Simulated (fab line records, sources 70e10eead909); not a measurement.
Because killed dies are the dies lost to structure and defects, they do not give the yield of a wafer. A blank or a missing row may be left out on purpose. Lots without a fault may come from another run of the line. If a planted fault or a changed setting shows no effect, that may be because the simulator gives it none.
Chamber matching -- flow nandHarc -- pecvd-03 running NHARC_P_M0_DEP_32: 3 sister chambers
The step deposits SiCN, target thk 30 nm. 3 wafers are shown with their chamber, then 7 later ones without.

EACH WAFER AND ITS CHAMBER
wafer,chamber,heaterPowerW (W)
L082.5,0,655
L084.4,1,555
L084.5,2,489

WAFERS WITH NO CHAMBER GIVEN
wafer,heaterPowerW (W)
L084.6,654
L090.3,574
L090.5,574
L090.6,440
L095.2,452
L095.4,558
L095.5,444

THE CHAMBER EACH PASSED THROUGH
wafer,from the rows above,in truth
L084.6,0,0
L090.3,1,1
L090.5,1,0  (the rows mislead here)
L090.6,2,2
L095.2,2,2
L095.4,1,1
L095.5,2,2
Correctly placed: 6 of 7. Number that these rows cannot place: 0. Placed wrongly: 1.
How it was worked out, from the rows above alone: a wafer's distance from a chamber is the root of the sum, over the readings, of the square of ((its reading less the chamber's mean) divided by the reading's scatter). The wafer belongs to the nearest chamber; if the next one is less than 2 further off, it can't be placed. The mean given for a chamber averages the wafers shown for that chamber. The scatter (one wafer shown for each chamber): square how far every hidden wafer sits from the nearest shown wafer, average those squares and take the square root.
